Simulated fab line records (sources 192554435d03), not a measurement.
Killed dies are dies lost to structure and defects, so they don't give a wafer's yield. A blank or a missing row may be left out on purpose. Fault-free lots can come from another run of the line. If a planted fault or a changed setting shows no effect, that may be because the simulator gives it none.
fab line records -- flow n5_finfet
[record] lots = 7, wafers = 39
route steps=1938 shown BEOL_M1@800 BEOL_M7@1263 BEOL_M8@1386 MIM_BOT@1833 PASSIVATION@1930
start_h: hours from the record's first day to the start of the lot's first wafer shown -- wait_h: how many hours have passed since the lot's step before this one -- " identical to the entry in the row above -- L1.1+2: a row that stands for several wafers -- - no value, or no start given -- * or withheld: withheld -- < > ~ a bound
route shown NAME@n: names a module that has steps shown in the file, with the first one's number in the route -- usual: the fault-free wafers' mean and standard deviation -- same: alike in all rows -- chamber/n: place in a boat -- sites: readings site by site -- _std_site: the values' standard deviation -- _edge_site: mean of outer sites minus mean of inner sites -- radius_mm: for every site, how far away it sits from the centre of the wafer -- mask NAME#n: copy n -- behind: the last tool/chamber to shape the wafer -- hold: the reason the lot was held/the length of the hold in hours/how it ended -- device: transistor that didn't switch, given as n, p or np -- end of line: tests of these same wafers at the route's end -- a step without rows: its recipe alone -- killed: the dies lost at the first sort to structure and to defects; this is not the yield of the wafer -- map: a wafer's dies, x killed, . not, _ none there
set.NAME: the run value of the setting; set.NAME@STEP: its run value at that earlier step -- model.NAME: the simulator's own value behind a step, which no gauge read
one table per step and one row per wafer, for lots whose settings were changed on purpose
[[steps]]
[step N5_BEOL_M1_TRENCH_ETCH_37]
[recipe] chemistry = C4F6/O2, target_depth_a = 552.07, target = SiOC, time_s = 29, ion_energy_ev = 250, pressure_mtorr = 30, source_w = 355, bias_w = 185, Ar_flow_sccm = 300, C4F6_flow_sccm = 10, O2_flow_sccm = 10
lot.wafer,tool,chamber,start_h,wait_h,set.target_depth_a,model.BEOL_M1.feature_depth_nm,model.etch.depth_nm,model.TiN_of_BEOL_M1_HM_DEP_02.thk_nm
L075.1,rie_diel-03,3,-,-,552.07,54.2,54.11,17.6
L075.2,rie_diel-03,1,-,-,552.07,54,53.99,17.6
L075.3,rie_diel-03,0,-,-,685,66.6,66.53,17.2
L075.4,rie_diel-03,1,-,-,685,66.8,66.87,17
L075.5,rie_diel-03,0,-,-,552.07,53.2,53.29,17.8
L075.6,rie_diel-03,3,-,-,685,67.2,67.22,17.2
L081.1,rie_diel-03,3,-,-,552.07,55.4,55.38,18
L081.2,rie_diel-03,0,-,-,552.07,53.6,53.55,17.8
L081.3,rie_diel-03,1,-,-,552.07,55,54.97,18
L081.4,rie_diel-03,2,-,-,552.07,55.4,55.35,17.6
L081.5,rie_diel-03,3,-,-,552.07,55,55.05,18.2
L081.6,rie_diel-03,2,-,-,552.07,55.4,55.38,17.6
L083.1,rie_diel-01,3,-,-,552.07,55,54.98,17.6
L083.2,rie_diel-01,0,-,-,552.07,57.4,57.31,17.4
L083.3,rie_diel-01,2,-,-,683.2,67.6,67.63,17
L083.4,rie_diel-01,1,-,-,552.07,56.2,56.2,17.4
L083.5,rie_diel-01,1,-,-,683.2,69.6,69.61,17.2
L083.6,rie_diel-01,0,-,-,683.2,70.8,70.71,16.8
L086.1,rie_diel-03,1,-,-,319.6,32,31.94,18.8
L086.2,rie_diel-03,2,-,-,552.07,55,55,17.6
L086.3,rie_diel-03,3,-,-,319.6,32,31.95,18.6
L086.4,rie_diel-03,0,-,-,552.07,53.6,53.68,17.8
L086.5,rie_diel-03,3,-,-,319.6,32,31.9,18.8
L086.6,rie_diel-03,0,-,-,552.07,53.8,53.84,18
L085.2,rie_diel-02,1,-,-,552.07,55.4,55.32,17.4
L085.3,rie_diel-02,3,-,-,552.07,55.8,55.8,17.6
L085.5,rie_diel-02,3,-,-,552.07,55.6,55.62,17.6
L095.1,rie_diel-01,1,-,-,703.9,71,70.95,17.2
L095.2,rie_diel-01,0,-,-,552.07,56.4,56.47,17.6
L095.3,rie_diel-01,3,-,-,703.9,70.2,70.26,16.8
L095.4,rie_diel-01,2,-,-,703.9,69.2,69.11,17.2
L095.5,rie_diel-01,2,-,-,552.07,54.8,54.89,17.6
L095.6,rie_diel-01,1,-,-,552.07,56.4,56.31,17.6
L096.1,rie_diel-01,2,-,-,552.07,55.4,55.31,17.6
L096.2,rie_diel-01,0,-,-,849.3,87.4,87.37,16.4
L096.3,rie_diel-01,1,-,-,849.3,86.4,86.49,16.4
L096.4,rie_diel-01,3,-,-,552.07,55.2,55.27,17.8
L096.5,rie_diel-01,2,-,-,849.3,84.4,84.38,16.4
L096.6,rie_diel-01,3,-,-,552.07,55.2,55.11,17.8
[step N5_BEOL_M1_ETCH_41]
[recipe] chemistry = CH3F/O2, target = SiCN, target_depth_a = 319, taper_deg = 2, time_s = 57.8, ion_energy_ev = 120, mask_material = TiN, pressure_mtorr = 30, source_w = 395, bias_w = 75, Ar_flow_sccm = 150, CH3F_flow_sccm = 30, O2_flow_sccm = 20
[step N5_BEOL_M1_STRIP_97]
[recipe] chemistry = N2/H2, time_s = 10, power_w = 450, temp_c = 40, pressure_mtorr = 20, rf_frequency_hz = 6e+07, bias_power_w = 7, n2_flow_sccm = 200, h2_flow_sccm = 200
[step N5_BEOL_M1_OCD_MEAS_38]
[usual] trench_depth_nm = 55.0/1
lot.wafer,tool,chamber,start_h,wait_h,set.target_depth_a@BEOL_M1_TRENCH_ETCH_37,trench_depth_nm
L075.1,ocd-01,-,132.03,-,552.07,54.1
L075.2,ocd-01,-,132.03,-,552.07,53.9
L075.3,ocd-01,-,132.03,-,685,66.6
L075.4,ocd-01,-,132.03,-,685,66.8
L075.5,ocd-01,-,132.03,-,552.07,53.2
L075.6,ocd-01,-,132.03,-,685,67.3
L081.1,ocd-02,-,170.90,-,552.07,55.6
L081.2,ocd-02,-,170.90,-,552.07,53.1
L081.3,ocd-02,-,170.90,-,552.07,55.1
L081.4,ocd-02,-,170.90,-,552.07,55.0
L081.5,ocd-02,-,170.90,-,552.07,55.3
L081.6,ocd-02,-,170.90,-,552.07,55.5
L083.1,ocd-01,-,178.94,-,552.07,55.7
L083.2,ocd-01,-,178.94,-,552.07,57.2
L083.3,ocd-01,-,178.94,-,683.2,67.6
L083.4,ocd-01,-,178.94,-,552.07,56.4
L083.5,ocd-01,-,178.94,-,683.2,69.7
L083.6,ocd-01,-,178.94,-,683.2,70.7
L086.1,ocd-01,-,204.25,-,319.6,32.8
L086.2,ocd-01,-,204.25,-,552.07,54.7
L086.3,ocd-01,-,204.25,-,319.6,32.3
L086.4,ocd-01,-,204.25,-,552.07,53.8
L086.5,ocd-01,-,204.25,-,319.6,31.7
L086.6,ocd-01,-,204.25,-,552.07,54.2
L085.2,ocd-02,-,204.29,-,552.07,55.8
L085.3,ocd-02,-,204.29,-,552.07,55.7
L085.5,ocd-02,-,204.29,-,552.07,55.8
L095.1,ocd-01,-,259.65,-,703.9,71.0
L095.2,ocd-01,-,259.65,-,552.07,56.4
L095.3,ocd-01,-,259.65,-,703.9,70.5
L095.4,ocd-01,-,259.65,-,703.9,68.8
L095.5,ocd-01,-,259.65,-,552.07,54.5
L095.6,ocd-01,-,259.65,-,552.07,56.5
L096.1,ocd-02,-,263.14,-,552.07,55.7
L096.2,ocd-02,-,263.14,-,849.3,87.7
L096.3,ocd-02,-,263.14,-,849.3,86.5
L096.4,ocd-02,-,263.14,-,552.07,55.7
L096.5,ocd-02,-,263.14,-,849.3,84.8
L096.6,ocd-02,-,263.14,-,552.07,55.7
[step N5_BEOL_M7_ILD_DEP_00]
[recipe] material = SiCOH_lowk, target_thk_a = 1797.5, temp_c = 300, precursor = DEMS/porogen, pressure_torr = 5, rf_w = 500, time_s = 33.4
lot.wafer,tool,chamber,start_h,wait_h,set.target_thk_a,model.SiCOH_lowk_of_BEOL_M7_ILD_DEP_00.thk_nm
L075.1,pecvd-01,2,189.68,0.0,1797.5,174.8
L075.2,pecvd-01,1,189.68,0.0,840.1,84.8
L075.3,pecvd-01,0,189.68,0.0,840.1,82.4
L075.4,pecvd-01,1,189.68,0.0,840.1,85.6
L075.5,pecvd-01,0,189.68,0.0,1797.5,179
L075.6,pecvd-01,2,189.68,0.0,1797.5,180.6
L081.1,pecvd-04,1,224.52,0.0,1797.5,175.6
L081.2,pecvd-04,2,224.52,0.0,1342,133
L081.3,pecvd-04,0,224.52,0.0,1342,132.8
L081.4,pecvd-04,1,224.52,0.0,1797.5,179.2
L081.5,pecvd-04,0,224.52,0.0,1797.5,181.4
L081.6,pecvd-04,2,224.52,0.0,1342,132.4
L083.1,pecvd-04,0,226.83,0.0,1293,129.4
L083.2,pecvd-04,1,226.83,0.0,1293,126.8
L083.3,pecvd-04,2,226.83,0.0,1293,125.4
L083.4,pecvd-04,1,226.83,0.0,1797.5,178.4
L083.5,pecvd-04,0,226.83,0.0,1797.5,183.2
L083.6,pecvd-04,2,226.83,0.0,1797.5,179.6
L085.2,pecvd-02,2,261.44,0.0,1797.5,181
L085.3,pecvd-02,0,261.44,0.0,1797.5,176.8
L085.5,pecvd-02,1,261.44,0.0,1797.5,180
L086.1,pecvd-02,2,261.97,0.0,1797.5,180.8
L086.2,pecvd-02,1,261.97,0.0,928.7,93.6
L086.3,pecvd-02,0,261.97,0.0,1797.5,179.6
L086.4,pecvd-02,2,261.97,0.0,928.7,97.8
L086.5,pecvd-02,1,261.97,0.0,928.7,96.4
L086.6,pecvd-02,0,261.97,0.0,1797.5,180.2
L095.1,pecvd-04,2,313.06,0.0,1797.5,173.8
L095.2,pecvd-04,0,313.06,0.0,2563,253.6
L095.3,pecvd-04,2,313.06,0.0,1797.5,179.6
L095.4,pecvd-04,0,313.06,0.0,2563,256
L095.5,pecvd-04,2,313.06,0.0,2563,256.8
L095.6,pecvd-04,0,313.06,0.0,1797.5,179.2
L096.1,pecvd-04,2,313.37,0.0,1797.5,179.8
L096.2,pecvd-04,0,313.37,0.0,720.6,70.6
L096.3,pecvd-04,0,313.37,0.0,1797.5,181
L096.4,pecvd-04,2,313.37,0.0,720.6,73.8
L096.5,pecvd-04,0,313.37,0.0,720.6,72.4
L096.6,pecvd-04,2,313.37,0.0,1797.5,178.8
[step N5_BEOL_M7_CURE_74]
[recipe] temp_c = 385, time_s = 240, ambient = He/Ar, material = SiCOH_lowk
lot.wafer,tool,chamber,start_h,wait_h,set.target_thk_a@BEOL_M7_ILD_DEP_00,model.SiCOH_lowk_of_BEOL_M7_ILD_DEP_00.thk_nm
L075.1,uv_cure-02,0,189.75,0.0,1797.5,150.8
L075.2,uv_cure-02,0,189.75,0.0,840.1,72.8
L075.3,uv_cure-02,0,189.75,0.0,840.1,70.8
L075.4,uv_cure-02,0,189.75,0.0,840.1,73.4
L075.5,uv_cure-02,0,189.75,0.0,1797.5,154.4
L075.6,uv_cure-02,0,189.75,0.0,1797.5,155.6
L081.1,uv_cure-03,1,225.04,0.5,1797.5,151.4
L081.2,uv_cure-03,1,225.04,0.5,1342,114.4
L081.3,uv_cure-03,1,225.04,0.5,1342,114.2
L081.4,uv_cure-03,1,225.04,0.5,1797.5,154.6
L081.5,uv_cure-03,1,225.04,0.5,1797.5,156.4
L081.6,uv_cure-03,1,225.04,0.5,1342,113.8
L083.1,uv_cure-02,2,226.89,0.0,1293,111.4
L083.2,uv_cure-02,2,226.89,0.0,1293,109
L083.3,uv_cure-02,2,226.89,0.0,1293,107.8
L083.4,uv_cure-02,2,226.89,0.0,1797.5,153.8
L083.5,uv_cure-02,2,226.89,0.0,1797.5,158
L083.6,uv_cure-02,2,226.89,0.0,1797.5,155
L085.2,uv_cure-01,2,261.59,0.1,1797.5,156
L085.3,uv_cure-01,2,261.59,0.1,1797.5,152.4
L085.5,uv_cure-01,2,261.59,0.1,1797.5,155.2
L086.1,uv_cure-01,0,262.03,0.0,1797.5,155.8
L086.2,uv_cure-01,0,262.03,0.0,928.7,80.4
L086.3,uv_cure-01,0,262.03,0.0,1797.5,154.8
L086.4,uv_cure-01,0,262.03,0.0,928.7,83.8
L086.5,uv_cure-01,0,262.03,0.0,928.7,82.6
L086.6,uv_cure-01,0,262.03,0.0,1797.5,155.4
L095.1,uv_cure-01,2,313.15,0.1,1797.5,149.8
L095.2,uv_cure-01,2,313.15,0.1,2563,219.6
L095.3,uv_cure-01,2,313.15,0.1,1797.5,155
L095.4,uv_cure-01,2,313.15,0.1,2563,221.8
L095.5,uv_cure-01,2,313.15,0.1,2563,222.4
L095.6,uv_cure-01,2,313.15,0.1,1797.5,154.6
L096.1,uv_cure-01,0,313.63,0.2,1797.5,155.2
L096.2,uv_cure-01,0,313.63,0.2,720.6,60.6
L096.3,uv_cure-01,0,313.63,0.2,1797.5,156.2
L096.4,uv_cure-01,0,313.63,0.2,720.6,63.2
L096.5,uv_cure-01,0,313.63,0.2,720.6,62
L096.6,uv_cure-01,0,313.63,0.2,1797.5,154.2
[step N5_BEOL_M7_THK_MEAS_01]
[recipe] reads = SiCOH_lowk_of_BEOL_M7_ILD_DEP_00
[usual] M7_ILD_THK = 155.0/1.9
lot.wafer,tool,chamber,start_h,wait_h,set.target_thk_a@BEOL_M7_ILD_DEP_00,M7_ILD_THK[nm]
L075.1,film_metro-02,-,190.26,0.4,1797.5,150.7
L075.2,film_metro-02,-,190.26,0.4,840.1,72.8
L075.3,film_metro-02,-,190.26,0.4,840.1,70.7
L075.4,film_metro-02,-,190.26,0.4,840.1,73.4
L075.5,film_metro-02,-,190.26,0.4,1797.5,154.3
L075.6,film_metro-02,-,190.26,0.4,1797.5,155.6
L081.1,film_metro-01,-,225.55,0.4,1797.5,151.4
L081.2,film_metro-01,-,225.55,0.4,1342,114.3
L081.3,film_metro-01,-,225.55,0.4,1342,114.1
L081.4,film_metro-01,-,225.55,0.4,1797.5,154.6
L081.5,film_metro-01,-,225.55,0.4,1797.5,156.4
L081.6,film_metro-01,-,225.55,0.4,1342,113.8
L083.1,film_metro-01,-,227.40,0.4,1293,111.2
L083.2,film_metro-01,-,227.40,0.4,1293,109.2
L083.3,film_metro-01,-,227.40,0.4,1293,107.9
L083.4,film_metro-01,-,227.40,0.4,1797.5,153.8
L083.5,film_metro-01,-,227.40,0.4,1797.5,158.2
L083.6,film_metro-01,-,227.40,0.4,1797.5,154.9
L085.2,film_metro-01,-,262.02,0.4,1797.5,156.0
L085.3,film_metro-01,-,262.02,0.4,1797.5,152.4
L085.5,film_metro-01,-,262.02,0.4,1797.5,155.3
L086.1,film_metro-02,-,262.55,0.4,1797.5,155.8
L086.2,film_metro-02,-,262.55,0.4,928.7,80.4
L086.3,film_metro-02,-,262.55,0.4,1797.5,154.9
L086.4,film_metro-02,-,262.55,0.4,928.7,83.8
L086.5,film_metro-02,-,262.55,0.4,928.7,82.6
L086.6,film_metro-02,-,262.55,0.4,1797.5,155.5
L095.1,film_metro-02,-,313.66,0.4,1797.5,149.9
L095.2,film_metro-02,-,313.66,0.4,2563,219.8
L095.3,film_metro-02,-,313.66,0.4,1797.5,154.8
L095.4,film_metro-02,-,313.66,0.4,2563,221.7
L095.5,film_metro-02,-,313.66,0.4,2563,222.3
L095.6,film_metro-02,-,313.66,0.4,1797.5,154.4
L096.1,film_metro-02,-,314.14,0.4,1797.5,155.0
L096.2,film_metro-02,-,314.14,0.4,720.6,60.6
L096.3,film_metro-02,-,314.14,0.4,1797.5,156.1
L096.4,film_metro-02,-,314.14,0.4,720.6,63.2
L096.5,film_metro-02,-,314.14,0.4,720.6,62.1
L096.6,film_metro-02,-,314.14,0.4,1797.5,154.3
[step N5_BEOL_M8_CURE_75]
[recipe] temp_c = 370, time_s = 120, ambient = DMADMS/He, material = SiCOH_lowk
[usual] lamp_power_pct = 52.31/0.056
lot.wafer,tool,chamber,start_h,wait_h,set.time_s,lamp_power_pct
L075.1,uv_cure-01,1,204.34,0.0,191.5,49.23
L075.2,uv_cure-01,1,204.34,0.0,120,52.36
L075.3,uv_cure-01,1,204.34,0.0,191.5,49.36
L075.4,uv_cure-01,1,204.34,0.0,191.5,49.23
L075.5,uv_cure-01,1,204.34,0.0,120,52.21
L075.6,uv_cure-01,1,204.34,0.0,120,52.35
L081.1,uv_cure-01,0,236.83,0.0,169.3,52.35
L081.2,uv_cure-01,0,236.83,0.0,120,52.40
L081.3,uv_cure-01,0,236.83,0.0,120,52.42
L081.4,uv_cure-01,0,236.83,0.0,120,52.42
L081.5,uv_cure-01,0,236.83,0.0,169.3,52.33
L081.6,uv_cure-01,0,236.83,0.0,169.3,52.40
L083.1,uv_cure-01,0,239.52,0.2,120,52.34
L083.2,uv_cure-01,0,239.52,0.2,120,52.25
L083.3,uv_cure-01,0,239.52,0.2,120,52.37
L083.4,uv_cure-01,0,239.52,0.2,120,52.32
L083.5,uv_cure-01,0,239.52,0.2,120,52.37
L083.6,uv_cure-01,0,239.52,0.2,120,52.26
L085.2,uv_cure-02,0,275.17,0.1,120,52.42
L085.3,uv_cure-02,0,275.17,0.1,120,52.26
L085.5,uv_cure-02,0,275.17,0.1,120,52.31
L086.1,uv_cure-02,1,275.42,0.1,89.72,52.23
L086.2,uv_cure-02,1,275.42,0.1,89.72,52.30
L086.3,uv_cure-02,1,275.42,0.1,120,52.33
L086.4,uv_cure-02,1,275.42,0.1,89.72,52.43
L086.5,uv_cure-02,1,275.42,0.1,120,52.31
L086.6,uv_cure-02,1,275.42,0.1,120,52.33
L096.1,uv_cure-03,2,329.56,0.0,120,52.31
L096.2,uv_cure-03,2,329.56,0.0,94,52.30
L096.3,uv_cure-03,2,329.56,0.0,94,52.44
L096.4,uv_cure-03,2,329.56,0.0,94,52.25
L096.5,uv_cure-03,2,329.56,0.0,120,52.32
L096.6,uv_cure-03,2,329.56,0.0,120,52.31
L095.1,uv_cure-01,1,329.91,0.0,120,52.28
L095.2,uv_cure-01,1,329.91,0.0,120,52.34
L095.3,uv_cure-01,1,329.91,0.0,120,52.32
L095.4,uv_cure-01,1,329.91,0.0,120,52.31
L095.5,uv_cure-01,1,329.91,0.0,120,52.32
L095.6,uv_cure-01,1,329.91,0.0,120,52.24
[step N5_MIM_BOT_SPUTTER_00]
[recipe] material = TiN, target_thk_a = 350, temp_c = 200, power_w = 3000, chamber_pressure_pa = 0.49996, gas = Ar, reactive_partial_pa = 0.37997, time_s = 89.7
lot.wafer,tool,chamber,start_h,wait_h,set.target_thk_a,model.TiN_of_MIM_BOT_SPUTTER_00.thk_nm
L075.1+3,pvd_sputter-01,-,257.61,0.0,350,35.4
L075.2+4+5+6,pvd_sputter-01,-,257.61,0.0,350,35.6
L081.1+3,pvd_sputter-03,-,286.10,0.0,350,34.8
L081.2,pvd_sputter-03,-,286.10,0.0,350,35.6
L081.4+5,pvd_sputter-03,-,286.10,0.0,350,35.2
L081.6,pvd_sputter-03,-,286.10,0.0,350,35
L083.1+2+6,pvd_sputter-03,-,293.70,0.0,350,35.8
L083.3+4+5,pvd_sputter-03,-,293.70,0.0,350,35.6
L086.1+5,pvd_sputter-03,-,324.27,0.0,185.5,18.6
L086.2+4,pvd_sputter-03,-,324.27,0.0,350,34.8
L086.3,pvd_sputter-03,-,324.27,0.0,350,35.2
L086.6,pvd_sputter-03,-,324.27,0.0,185.5,18
L085.2,pvd_sputter-01,-,331.25,0.0,350,35.4
L085.3+5,pvd_sputter-01,-,331.25,0.0,350,35.2
L096.1+4+5,pvd_sputter-02,-,387.26,0.0,350,34.6
L096.2,pvd_sputter-02,-,387.26,0.0,350,35.6
L096.3,pvd_sputter-02,-,387.26,0.0,350,34.8
L096.6,pvd_sputter-02,-,387.26,0.0,350,34.4
L095.1+2,pvd_sputter-01,-,394.20,0.0,350,35.2
L095.3,pvd_sputter-01,-,394.20,0.0,350,35.4
L095.4,pvd_sputter-01,-,394.20,0.0,513.7,51.8
L095.5,pvd_sputter-01,-,394.20,0.0,513.7,51.6
L095.6,pvd_sputter-01,-,394.20,0.0,513.7,52
[step N5_PASSIVATION_ETCH_54]
[recipe] chemistry = CHF3/O2, target = SiO2, target_depth_a = 8800, CHF3_flow_sccm = 50, O2_flow_sccm = 5, Ar_flow_sccm = 200, time_s = 440, mask_material = PR, pressure_mtorr = 30, source_w = 650, bias_w = 170, ion_energy_ev = 200
lot.wafer,tool,chamber,start_h,wait_h,set.target_depth_a,model.etch.depth_nm,model.PASSIVATION.feature_depth_nm
L075.1,rie_diel-06,3,267.11,0.1,10720,1108,1108
L075.2,rie_diel-06,1,267.11,0.1,8800,890.4,890.4
L075.3,rie_diel-06,2,267.11,0.1,8800,893.4,893.4
L075.4,rie_diel-06,0,267.11,0.1,10720,1075,1075
L075.5,rie_diel-06,3,267.11,0.1,8800,909.4,909.4
L075.6,rie_diel-06,2,267.11,0.1,10720,1086,1086
L081.1,rie_diel-04,1,295.54,0.1,12270,1216,1216
L081.2,rie_diel-04,3,295.54,0.1,8800,872.3,872.4
L081.3,rie_diel-04,3,295.54,0.1,12270,1223,1223
L081.4,rie_diel-04,1,295.54,0.1,12270,1201,1201
L081.5,rie_diel-04,3,295.54,0.1,8800,868.7,868.6
L081.6,rie_diel-04,1,295.54,0.1,8800,870,870
L083.1,rie_diel-05,1,304.04,0.1,4209,418.7,418.6
L083.2,rie_diel-05,2,304.04,0.1,8800,847.6,847.6
L083.3,rie_diel-05,0,304.04,0.1,4209,424.6,424.6
L083.4,rie_diel-05,3,304.04,0.1,4209,417.4,417.4
L083.5,rie_diel-05,1,304.04,0.1,8800,870.2,870.2
L083.6,rie_diel-05,0,304.04,0.1,8800,886.2,886.2
L086.1,rie_diel-06,3,334.71,0.1,13950,1415,1415
L086.2,rie_diel-06,2,334.71,0.1,8800,867.6,867.6
L086.3,rie_diel-06,0,334.71,0.1,13950,1377,1377
L086.4,rie_diel-06,2,334.71,0.1,8800,876,876
L086.5,rie_diel-06,3,334.71,0.1,8800,897.7,897.6
L086.6,rie_diel-06,0,334.71,0.1,13950,1372,1372
L085.2,rie_diel-05,0,342.78,0.1,8800,898.7,898.6
L085.3,rie_diel-05,1,342.78,0.1,8800,882.3,882.4
L085.5,rie_diel-05,0,342.78,0.1,8800,901.1,901.2
L096.1,rie_diel-06,2,394.56,0.1,11430,1140,1140
L096.2,rie_diel-06,0,394.56,0.1,8800,856.7,856.8
L096.3,rie_diel-06,3,394.56,0.1,8800,895.7,895.8
L096.4,rie_diel-06,3,394.56,0.1,11430,1155,1155
L096.5,rie_diel-06,2,394.56,0.1,8800,890.2,890.2
L096.6,rie_diel-06,0,394.56,0.1,11430,1118,1118
L095.1,rie_diel-05,3,402.92,0.1,8800,868.3,868.4
L095.2,rie_diel-05,2,402.92,0.1,10840,1045,1045
L095.3,rie_diel-05,1,402.92,0.1,10840,1079,1079
L095.4,rie_diel-05,0,402.92,0.1,10840,1103,1103
L095.5,rie_diel-05,0,402.92,0.1,8800,889.7,889.8
L095.6,rie_diel-05,1,402.92,0.1,8800,879.2,879.2
[[key]]
[split] step = N5_BEOL_M1_TRENCH_ETCH_37, setting = target_depth_a, stated = 552.07, by = wafer
[response] step = N5_BEOL_M1_TRENCH_ETCH_37, reading = model.BEOL_M1.feature_depth_nm, change = +0.549, per = 1%, r = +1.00
[response] step = N5_BEOL_M1_TRENCH_ETCH_37, reading = model.etch.depth_nm, change = +0.55, per = 1%, r = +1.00
[response] step = N5_BEOL_M1_TRENCH_ETCH_37, reading = model.TiN_of_BEOL_M1_HM_DEP_02.thk_nm, change = -0.0228, per = 1%, r = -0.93
[response] step = N5_BEOL_M1_OCD_MEAS_38, reading = trench_depth_nm, change = +0.546, per = 1%, r = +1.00
[split] step = N5_BEOL_M7_ILD_DEP_00, setting = target_thk_a, stated = 1797.5, by = wafer
[response] step = N5_BEOL_M7_ILD_DEP_00, reading = model.SiCOH_lowk_of_BEOL_M7_ILD_DEP_00.thk_nm, change = +1.79, per = 1%, r = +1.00
[response] step = N5_BEOL_M7_CURE_74, reading = model.SiCOH_lowk_of_BEOL_M7_ILD_DEP_00.thk_nm, change = +1.55, per = 1%, r = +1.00
[response] step = N5_BEOL_M7_THK_MEAS_01, reading = M7_ILD_THK, change = +1.55, per = 1%, r = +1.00
[split] step = N5_BEOL_M8_CURE_75, setting = time_s, stated = 120, by = wafer
[response] step = N5_BEOL_M8_CURE_75, reading = lamp_power_pct, shape = bent, at_lowest = *, at_stated = *, at_highest = *
[split] step = N5_MIM_BOT_SPUTTER_00, setting = target_thk_a, stated = 350, by = wafer
[response] step = N5_MIM_BOT_SPUTTER_00, reading = model.TiN_of_MIM_BOT_SPUTTER_00.thk_nm, change = +0.353, per = 1%, r = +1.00
[split] step = N5_PASSIVATION_ETCH_54, setting = target_depth_a, stated = 8800, by = wafer
[response] step = N5_PASSIVATION_ETCH_54, reading = model.etch.depth_nm, change = +8.64, per = 1%, r = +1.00
[response] step = N5_PASSIVATION_ETCH_54, reading = model.PASSIVATION.feature_depth_nm, change = +8.64, per = 1%, r = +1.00
